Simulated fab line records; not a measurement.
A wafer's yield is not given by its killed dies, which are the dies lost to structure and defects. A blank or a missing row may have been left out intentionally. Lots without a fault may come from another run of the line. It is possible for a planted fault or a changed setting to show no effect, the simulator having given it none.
fab line records	flow n5_finfet	part 1 of 2: steps 1 to 4 of 6
record: lots: 22	wafers: 66	last_day: 19
route steps=1938 shown HKMG_FIN@455 GATE_CUT@490 MOL_CONTACT_COAG@529
lots untouched by any fault: they come from a run of this same line in which no faults occurred
start_h: the number of hours between the record's first day and the start of the first shown wafer of the lot	wait_h: hours from the lot's prior step to this one	" as in the row above	L1.1+2: a single row standing in for several wafers	- value missing, or start not given	* or withheld: withheld	< > ~ a bound
route shown NAME@n: NAME is a module with steps in the file, n the number in the route of the first one	usual: mean/standard deviation of fault-free wafers	same: alike in all rows	chamber/n: place in a boat	sites: readings site by site	_std_site: the values' standard deviation	_edge_site: inner sites' mean taken away from outer sites' mean	radius_mm: for every site, how far away it sits from the centre of the wafer	mask NAME#n: copy n	behind: the tool/chamber that last shaped the wafer	hold: why the lot went on hold/how many hours it stayed there/how the hold came to an end	device: transistor that didn't switch, given as n, p or np	end of line: the same wafers' tests at the end of the route	where a step has no rows: the recipe by itself	killed: dies lost to structure and defects at the first sort, not the wafer's yield	map: shows each die of a wafer: x if killed, . if not, _ if none is there
set.NAME: the setting as run; set.NAME@STEP: as run at that earlier step	model.NAME: the simulator's own value behind a step, which no gauge read
steps of the route over a sample of lots; a table a step, a row a wafer
services: the hour from which a tool's chamber was out of use, counted from the record's first day as start_h (under 0 if before that day), plus the number of hours and why
== steps ==
step: N5_HKMG_FIN_STRIP_69
recipe: chemistry: N2/H2	power_w: 2500	temp_c: 300	h2_frac: 0.65	time_s: 360	pressure_mtorr: withheld	n2_flow_sccm: 1750	h2_flow_sccm: 3250
usual: drypump_motor_current_A: 5.21/0.26	heater_power_w: 474/55
lot.wafer	tool	chamber	start_h	wait_h	drypump_motor_current_A	heater_power_w	rf_hours_counter_h
L074.1	plasma_asher-02	0	81.32	0.1	5.40	551	91
L074.3	"	0	"	"	5.37	549	-
L074.5	"	0	"	"	5.40	539	-
L076.1	plasma_asher-02	0	90.11	0.1	5.39	551	93
L076.4	"	1	"	"	5.19	489	-
L076.6	"	0	"	"	5.38	536	-
L077.1	plasma_asher-01	1	95.40	0.1	5.46	400	40
L077.4	"	1	"	"	5.46	401	-
L077.6	"	1	"	"	5.44	397	-
L078.2	plasma_asher-01	0	107.92	0.1	4.82	473	42
L078.4	"	0	"	"	4.83	461	-
L078.6	"	0	"	"	4.82	470	-
L079.2	plasma_asher-01	1	114.09	0.1	5.46	402	43
L079.3	"	1	"	"	5.44	405	-
L079.5	"	1	"	"	5.46	392	-
L080.1	plasma_asher-01	1	117.11	0.1	5.48	399	44
L080.3	"	0	"	"	4.81	484	-
L080.5	"	1	"	"	5.45	409	-
L081.1	plasma_asher-01	0	121.13	0.1	4.83	473	45
L081.2	"	1	"	"	5.46	399	45
L081.6	"	0	"	"	4.82	465	-
L082.1	plasma_asher-02	1	125.68	0.1	5.19	487	100
L082.4	"	0	"	"	5.38	562	-
L082.5	"	1	"	"	5.18	494	-
L083.2	plasma_asher-02	1	129.79	0.1	5.17	494	101
L083.4	"	0	"	"	5.38	550	-
L083.6	"	0	"	"	5.38	562	-
L084.2	plasma_asher-01	1	140.31	0.1	5.46	390	49
L084.5	"	0	"	"	4.82	462	-
L084.6	"	1	"	"	5.47	390	-
L085.2	plasma_asher-02	0	144.53	0.1	5.40	549	103
L085.5	"	1	"	"	5.17	501	-
L085.6	"	0	"	"	5.41	560	-
L087.2	plasma_asher-01	1	160.25	0.1	5.46	390	53
L087.3	"	1	"	"	5.46	404	-
L087.6	"	0	"	"	4.83	464	-
L088.2	plasma_asher-01	0	164.96	0.1	4.84	456	54
L088.3	"	1	"	"	5.47	391	-
L088.4	"	0	"	"	4.81	469	-
L089.1	plasma_asher-01	0	172.51	0.1	4.81	470	56
L089.4	"	0	"	"	4.81	470	-
L089.6	"	0	"	"	4.84	470	-
L090.3	plasma_asher-02	1	173.64	0.2	5.18	490	-
L090.4	"	0	"	"	5.37	549	-
L090.6	"	0	"	"	5.38	558	-
L091.2	plasma_asher-02	1	181.34	0.1	5.20	493	111
L091.5	"	0	"	"	5.37	547	-
L091.6	"	1	"	"	5.19	492	-
L092.3	plasma_asher-02	0	184.55	0.2	5.37	552	-
L092.5	"	0	"	"	5.40	556	-
L092.6	"	1	"	"	5.18	483	-
L093.2	plasma_asher-02	1	194.23	0.1	5.19	491	113
L093.3	"	0	"	"	5.40	544	-
L093.4	"	1	"	"	5.22	506	-
L094.3	plasma_asher-01	0	197.75	0.2	4.81	473	-
L094.5	"	0	"	"	4.82	466	-
L094.6	"	1	"	"	5.47	401	-
L095.2	plasma_asher-01	1	205.80	0.1	5.45	398	62
L095.5	"	0	"	"	4.82	450	-
L095.6	"	1	"	"	5.46	402	-
L096.1	plasma_asher-01	0	210.98	0.1	4.82	471	63
L096.2	"	1	"	"	5.45	399	63
L096.5	"	0	"	"	4.85	461	-
L097.3	plasma_asher-02	1	218.89	0.2	5.21	490	-
L097.4	"	0	"	"	5.40	529	-
L097.5	"	1	"	"	5.19	503	-
step: N5_GATE_CUT_DESCUM_18
recipe: chemistry: O2	time_s: 7	source_power_w: 50	bias_power_w: 20	pressure_mtorr: 20	rf_frequency_hz: 2.712e+07	temp_c: 40	resist: CAR-EUV	o2_flow_sccm: 225
usual: drypump_motor_current_A: 5.6/0.53	o2_flow_sccm: 225.1/0.66	oes_product_au: 0.79/0.08	rf_vpp_V: 243.4/1.4	showerhead_plenum_p_Torr: 2.11/0.075	throttle_valve_pct: 20.57/0.2
lot.wafer	tool	chamber	start_h	wait_h	drypump_motor_current_A	o2_flow_sccm	oes_product_au	rf_hours_counter_h	rf_vpp_V	showerhead_plenum_p_Torr	throttle_valve_pct
L074.1	rie_diel-03	3	86.73	0.0	6.3	225.2	0.69	230	242.8	2.07	20.98
L074.3	"	1	"	"	6.1	224.2	0.75	128	244.2	2.11	20.60
L074.5	"	2	"	"	6.2	224.5	0.72	-	244.7	2.17	20.53
L076.1	rie_diel-04	2	95.66	0.0	5.1	225.5	0.73	170	241.1	2.00	20.41
L076.4	"	0	"	"	5.3	224.3	0.77	127	242.5	2.10	20.19
L076.6	"	3	"	"	4.9	225.3	0.77	-	243.6	2.16	20.45
L077.1	rie_diel-03	2	102.19	0.0	6.1	224.9	0.72	209	244.0	2.17	20.52
L077.4	"	1	"	"	6.0	224.8	0.75	133	242.6	2.11	20.64
L077.6	"	0	"	"	4.9	225.5	0.79	-	242.8	2.02	20.73
L078.2	rie_diel-03	2	113.27	0.0	6.1	225.1	0.71	212	244.7	2.17	20.56
L078.4	"	3	"	"	6.3	225.0	0.69	237	243.8	2.07	21.00
L078.6	"	0	"	"	4.9	224.7	0.78	-	240.6	2.02	20.74
L079.2	rie_diel-05	3	119.84	0.0	6.1	225.1	0.93	12	241.5	2.07	20.18
L079.3	"	0	"	"	5.8	224.5	0.87	46	245.5	2.24	20.42
L079.5	"	3	"	"	6.1	225.0	0.94	-	241.1	2.07	20.19
L080.1	rie_diel-03	3	122.49	0.0	6.3	226.3	0.68	240	243.3	2.07	20.98
L080.3	"	1	"	"	6.0	225.6	0.74	139	244.2	2.11	20.63
L080.5	"	3	"	"	6.3	225.3	0.68	-	242.5	2.07	20.99
L081.1	rie_diel-04	2	126.47	0.0	5.1	225.5	0.73	178	241.3	2.00	20.41
L081.2	"	0	"	"	5.3	225.0	0.76	135	243.5	2.10	20.20
L081.6	"	0	"	"	5.3	225.8	0.76	-	242.0	2.10	20.21
L082.1	rie_diel-03	0	131.02	0.0	4.9	225.6	0.78	142	241.2	2.02	20.74
L082.4	"	3	"	"	6.3	224.8	0.69	243	243.2	2.07	21.00
L082.5	"	0	"	"	4.9	225.7	0.79	-	241.8	2.02	20.75
L083.2	rie_diel-04	2	135.36	0.0	5.1	225.2	0.74	181	243.6	2.00	20.43
L083.4	"	3	"	"	4.9	225.6	0.76	156	245.8	2.15	20.46
L083.6	"	0	"	"	5.3	224.6	0.76	-	242.6	2.10	20.20
L084.2	rie_diel-05	2	145.81	0.0	5.0	224.9	0.98	3	244.6	2.24	20.53
L084.5	"	0	"	"	5.8	224.6	0.85	-	245.4	2.24	20.43
L084.6	"	3	"	"	6.1	225.1	0.91	-	241.7	2.06	20.19
L085.2	rie_diel-03	1	150.50	0.6	6.1	224.9	0.73	147	243.6	2.10	20.64
L085.5	"	2	"	"	6.1	224.6	0.71	-	242.3	2.16	20.56
L085.6	"	1	"	"	6.0	224.3	0.73	-	243.1	2.10	20.63
L087.2	rie_diel-03	0	166.56	0.1	4.9	224.9	0.77	151	242.5	2.02	20.76
L087.3	"	1	"	"	6.1	225.3	0.73	154	242.1	2.10	20.66
L087.6	"	1	"	"	6.1	225.7	0.73	-	241.9	2.10	20.64
L088.2	rie_diel-05	3	170.30	0.0	6.1	226.2	0.89	29	241.4	2.06	20.21
L088.3	"	0	"	"	5.8	225.5	0.84	63	244.2	2.24	20.44
L088.4	"	1	"	"	5.6	226.2	0.84	55	245.4	2.23	20.62
L089.1	rie_diel-05	2	178.09	0.0	5.0	224.3	0.94	17	247.1	2.23	20.55
L089.4	"	1	"	"	5.6	224.9	0.84	58	245.5	2.22	20.60
L089.6	"	1	"	"	5.6	225.9	0.85	-	245.4	2.22	20.60
L090.3	rie_diel-03	0	178.96	0.0	4.9	224.5	0.76	157	242.7	2.01	20.77
L090.4	"	3	"	"	6.3	223.7	0.99	0	243.4	2.07	20.63
L090.6	"	0	"	"	4.9	225.0	0.76	-	241.9	2.01	20.77
L091.2	rie_diel-03	3	188.74	1.3	6.3	224.1	0.97	5	242.8	2.06	20.61
L091.5	"	3	"	"	6.3	224.6	0.98	-	244.1	2.06	20.63
L091.6	"	0	"	"	4.9	225.8	0.77	-	242.4	2.01	20.78
L092.3	rie_diel-04	3	191.69	1.9	4.9	225.1	0.75	169	243.2	2.15	20.47
L092.5	"	2	"	"	5.1	224.1	0.72	-	240.6	1.99	20.43
L092.6	"	1	"	"	4.9	225.2	0.75	-	244.9	2.15	20.67
L093.2	rie_diel-04	0	199.56	0.0	5.3	224.1	0.74	154	241.3	2.09	20.25
L093.3	"	3	"	"	4.9	224.3	0.75	171	244.8	2.15	20.49
L093.4	"	2	"	"	5.1	225.5	0.72	196	241.2	1.99	20.45
L094.3	rie_diel-03	3	203.86	0.8	6.3	225.2	0.96	10	242.6	2.06	20.64
L094.5	"	2	"	"	6.1	225.0	0.69	-	244.5	2.15	20.59
L094.6	"	1	"	"	6.0	225.1	0.72	-	243.4	2.09	20.68
L095.2	rie_diel-05	3	211.28	0.0	6.1	225.7	0.87	41	242.8	2.06	20.22
L095.5	"	2	"	"	5.0	224.7	0.93	-	244.0	2.23	20.56
L095.6	"	1	"	"	5.6	224.6	0.83	-	244.1	2.22	20.62
L096.1	rie_diel-03	1	216.60	0.1	6.0	225.1	0.71	174	243.2	2.09	20.69
L096.2	"	3	"	"	6.3	226.1	0.93	15	241.9	2.06	20.64
L096.5	"	3	"	"	6.3	225.4	0.94	-	242.3	2.06	20.65
L097.3	rie_diel-03	3	227.04	1.0	6.3	224.9	0.93	19	242.3	2.06	20.66
L097.4	"	3	"	"	6.3	224.8	0.93	-	242.3	2.06	20.66
L097.5	"	0	"	"	4.9	224.8	0.75	-	240.9	2.01	20.80
step: N5_GATE_CUT_ETCH_28
recipe: chemistry: N2/H2	target: underlayer	target_depth_a: 130	mask_material: CAR-EUV	time_s: 10.4	ion_energy_ev: 200	pressure_mtorr: 30	source_w: 840	bias_w: 150	n2_flow_sccm: 200	h2_flow_sccm: 200	ends: cleared
usual: drypump_motor_current_A: 5.6/0.54	etch_rf_on_time_s: 10.36/0.17	oes_product_au: 0.67/0.067	rf_vpp_V: 524.6/2.8	showerhead_plenum_p_Torr: 2.56/0.094	throttle_valve_pct: 17.92/0.22
lot.wafer	tool	chamber	start_h	wait_h	drypump_motor_current_A	etch_rf_on_time_s	oes_product_au	rf_hours_counter_h	rf_vpp_V	showerhead_plenum_p_Torr	throttle_valve_pct
L074.1	rie_diel-03	3	86.76	0.0	6.3	10.29	0.59	230	522.6	2.49	18.22
L074.3	"	1	"	"	6.0	10.32	0.64	128	523.4	2.55	18.00
L074.5	"	2	"	"	6.1	9.97	0.63	-	526.1	2.62	17.87
L076.1	rie_diel-04	2	95.69	0.0	5.1	10.30	0.63	170	520.4	2.42	17.74
L076.4	"	0	"	"	5.3	10.37	0.65	127	524.6	2.56	17.60
L076.6	"	3	"	"	4.9	10.62	0.65	-	527.3	2.64	17.95
L077.1	rie_diel-03	2	102.22	0.0	6.2	10.08	0.62	209	527.6	2.62	17.88
L077.4	"	1	"	"	6.1	10.45	0.64	133	525.6	2.55	18.01
L077.6	"	0	"	"	4.9	10.32	0.67	-	521.8	2.45	18.12
L078.2	rie_diel-03	2	113.31	0.0	6.2	10.26	0.61	212	525.6	2.62	17.86
L078.4	"	3	"	"	6.3	10.41	0.59	237	522.9	2.49	18.22
L078.6	"	0	"	"	4.9	10.53	0.67	-	523.1	2.45	18.12
L079.2	rie_diel-05	3	119.88	0.0	6.1	10.44	0.78	12	523.4	2.47	17.42
L079.3	"	0	"	"	5.8	10.41	0.73	46	528.1	2.70	17.67
L079.5	"	3	"	"	6.1	10.48	0.79	-	522.8	2.47	17.45
L080.1	rie_diel-03	3	122.53	0.0	6.3	10.33	0.59	240	523.5	2.49	18.24
L080.3	"	1	"	"	6.0	10.49	0.63	139	524.4	2.54	18.00
L080.5	"	3	"	"	6.3	10.42	0.59	-	523.8	2.49	18.23
L081.1	rie_diel-04	2	126.50	0.0	5.1	10.11	0.63	178	519.9	2.41	17.76
L081.2	"	0	"	"	5.3	10.30	0.65	135	525.0	2.56	17.61
L081.6	"	0	"	"	5.3	10.34	0.64	-	525.2	2.56	17.62
L082.1	rie_diel-03	0	131.06	0.0	4.9	10.36	0.67	142	522.1	2.45	18.14
L082.4	"	3	"	"	6.3	10.36	0.59	243	521.9	2.49	18.24
L082.5	"	0	"	"	4.9	10.39	0.66	-	521.4	2.45	18.12
L083.2	rie_diel-04	2	135.40	0.0	5.1	10.27	0.63	181	520.6	2.41	17.76
L083.4	"	3	"	"	4.9	10.63	0.64	156	526.2	2.63	17.97
L083.6	"	0	"	"	5.3	10.35	0.64	-	523.4	2.56	17.62
L084.2	rie_diel-05	2	145.85	0.0	5.0	10.12	0.84	3	530.7	2.70	17.81
L084.5	"	0	"	"	5.8	10.39	0.73	-	526.2	2.70	17.70
L084.6	"	3	"	"	6.1	10.34	0.78	-	522.7	2.47	17.43
L085.2	rie_diel-03	1	150.53	0.0	6.0	10.55	0.62	147	524.9	2.54	18.02
L085.5	"	2	"	"	6.1	10.24	0.61	-	526.8	2.61	17.89
L085.6	"	1	"	"	6.1	10.47	0.62	-	523.1	2.54	18.03
L087.2	rie_diel-03	0	166.60	0.0	4.9	10.45	0.66	151	522.1	2.44	18.14
L087.3	"	1	"	"	6.1	10.52	0.62	154	523.8	2.54	18.03
L087.6	"	1	"	"	6.1	10.43	0.62	-	524.6	2.54	18.04
L088.2	rie_diel-05	3	170.33	0.0	6.2	10.42	0.74	29	522.3	2.47	17.45
L088.3	"	0	"	"	5.8	10.58	0.71	63	527.1	2.70	17.71
L088.4	"	1	"	"	5.6	9.97	0.73	55	528.3	2.69	17.89
L089.1	rie_diel-05	2	178.12	0.0	5.0	10.26	0.80	17	528.9	2.70	17.83
L089.4	"	1	"	"	5.6	9.94	0.73	58	528.3	2.69	17.88
L089.6	"	1	"	"	5.6	10.01	0.73	-	529.6	2.69	17.90
L090.3	rie_diel-03	0	178.99	0.0	4.9	10.52	0.65	157	520.0	2.44	18.15
L090.4	"	3	"	"	6.3	10.52	0.85	0	522.6	2.48	17.82
L090.6	"	0	"	"	4.9	10.54	0.65	-	520.3	2.44	18.15
L091.2	rie_diel-03	3	188.77	0.0	6.3	10.28	0.83	5	522.4	2.48	17.81
L091.5	"	3	"	"	6.3	10.33	0.82	-	522.3	2.48	17.81
L091.6	"	0	"	"	4.9	10.41	0.65	-	521.6	2.44	18.15
L092.3	rie_diel-04	3	191.72	0.0	4.9	10.55	0.63	169	526.2	2.63	17.99
L092.5	"	2	"	"	5.1	10.13	0.62	-	520.7	2.41	17.79
L092.6	"	1	"	"	4.9	10.40	0.64	-	526.7	2.64	18.26
L093.2	rie_diel-04	0	199.59	0.0	5.3	10.47	0.63	154	523.9	2.55	17.64
L093.3	"	3	"	"	4.9	10.63	0.63	171	526.1	2.63	17.97
L093.4	"	2	"	"	5.1	10.25	0.62	196	521.5	2.41	17.77
L094.3	rie_diel-03	3	203.89	0.0	6.3	10.37	0.81	10	523.5	2.48	17.80
L094.5	"	2	"	"	6.1	10.29	0.59	-	525.1	2.60	17.92
L094.6	"	1	"	"	6.0	10.60	0.60	-	524.4	2.53	18.05
L095.2	rie_diel-05	3	211.31	0.0	6.1	10.71	0.72	41	522.5	2.46	17.48
L095.5	"	2	"	"	5.0	10.39	0.78	-	529.2	2.69	17.86
L095.6	"	1	"	"	5.6	10.12	0.71	-	527.8	2.68	17.88
L096.1	rie_diel-03	1	216.64	0.0	6.1	10.50	0.61	174	523.0	2.53	18.08
L096.2	"	3	"	"	6.3	10.21	0.81	15	522.4	2.48	17.83
L096.5	"	3	"	"	6.3	10.26	0.80	-	522.9	2.48	17.85
L097.3	rie_diel-03	3	227.08	0.0	6.3	10.12	0.80	19	522.2	2.48	17.84
L097.4	"	3	"	"	6.3	10.17	0.80	-	522.4	2.48	17.83
L097.5	"	0	"	"	4.9	10.24	0.65	-	520.1	2.43	18.18
step: N5_GATE_CUT_STRIP_21
recipe: chemistry: N2/H2	time_s: 30	power_w: 1000	temp_c: 250	pressure_mtorr: withheld	n2_flow_sccm: 1750	h2_flow_sccm: 3250
usual: drypump_motor_current_A: 5.19/0.27	heater_power_w: 334/40
lot.wafer	tool	chamber	start_h	wait_h	drypump_motor_current_A	heater_power_w	rf_hours_counter_h
L074.1	plasma_asher-01	1	87.41	0.0	5.44	283	39
L074.3	"	1	"	"	5.47	284	-
L074.5	"	0	"	"	4.83	338	-
L076.1	plasma_asher-01	0	96.34	0.0	4.83	326	41
L076.4	"	0	"	"	4.82	346	-
L076.6	"	0	"	"	4.82	341	-
L077.1	plasma_asher-01	0	102.88	0.0	4.81	334	42
L077.4	"	0	"	"	4.84	338	-
L077.6	"	0	"	"	4.83	342	-
L078.2	plasma_asher-02	0	113.96	0.0	5.40	401	97
L078.4	"	1	"	"	5.18	361	-
L078.6	"	0	"	"	5.40	408	-
L079.2	plasma_asher-02	1	120.53	0.0	5.18	348	99
L079.3	"	1	"	"	5.16	344	-
L079.5	"	1	"	"	5.19	349	-
L080.1	plasma_asher-01	0	123.18	0.0	4.82	342	46
L080.3	"	0	"	"	4.82	334	-
L080.5	"	0	"	"	4.82	340	-
L081.1	plasma_asher-01	1	127.15	0.0	5.45	281	46
L081.2	"	0	"	"	4.83	332	46
L081.6	"	0	"	"	4.82	335	-
L082.1	plasma_asher-01	0	131.71	0.0	4.79	334	47
L082.4	"	0	"	"	4.80	336	-
L082.5	"	1	"	"	5.45	282	-
L083.2	plasma_asher-01	0	136.05	0.0	4.81	335	48
L083.4	"	1	"	"	5.48	283	-
L083.6	"	1	"	"	5.46	282	-
L084.2	plasma_asher-02	1	146.50	0.0	5.20	350	104
L084.5	"	1	"	"	5.20	350	-
L084.6	"	0	"	"	5.38	383	-
L085.2	plasma_asher-01	0	151.18	0.0	4.82	337	50
L085.5	"	1	"	"	5.48	280	-
L085.6	"	0	"	"	4.82	337	-
L087.2	plasma_asher-02	0	167.25	0.0	5.41	389	107
L087.3	"	1	"	"	5.18	353	-
L087.6	"	0	"	"	5.40	390	-
L088.2	plasma_asher-01	0	170.98	0.0	4.81	340	55
L088.3	"	1	"	"	5.48	282	-
L088.4	"	0	"	"	4.81	344	-
L089.1	plasma_asher-02	1	178.77	0.0	5.19	355	110
L089.4	"	1	"	"	5.18	343	-
L089.6	"	1	"	"	5.18	356	-
L090.3	plasma_asher-01	1	179.66	0.1	5.46	290	-
L090.4	"	0	"	"	4.81	333	-
L090.6	"	0	"	"	4.83	334	-
L091.2	plasma_asher-01	0	189.42	0.0	4.83	338	59
L091.5	"	0	"	"	4.83	342	-
L091.6	"	1	"	"	5.45	282	-
L092.3	plasma_asher-01	1	192.39	0.1	5.45	282	-
L092.5	"	0	"	"	4.80	338	-
L092.6	"	1	"	"	5.45	289	-
L093.2	plasma_asher-02	0	200.24	0.0	5.38	384	114
L093.3	"	1	"	"	5.21	352	-
L093.4	"	0	"	"	5.38	396	-
L094.3	plasma_asher-01	1	204.57	0.1	5.47	288	-
L094.5	"	1	"	"	5.46	280	-
L094.6	"	0	"	"	4.80	344	-
L095.2	plasma_asher-01	0	211.96	0.0	4.82	333	64
L095.5	"	0	"	"	4.84	333	-
L095.6	"	1	"	"	5.46	277	-
L096.1	plasma_asher-02	0	217.28	0.0	5.38	391	117
L096.2	"	1	"	"	5.19	349	117
L096.5	"	0	"	"	5.38	390	-
L097.3	plasma_asher-02	0	227.75	0.1	5.38	399	-
L097.4	"	1	"	"	5.16	355	-
L097.5	"	0	"	"	5.39	392	-
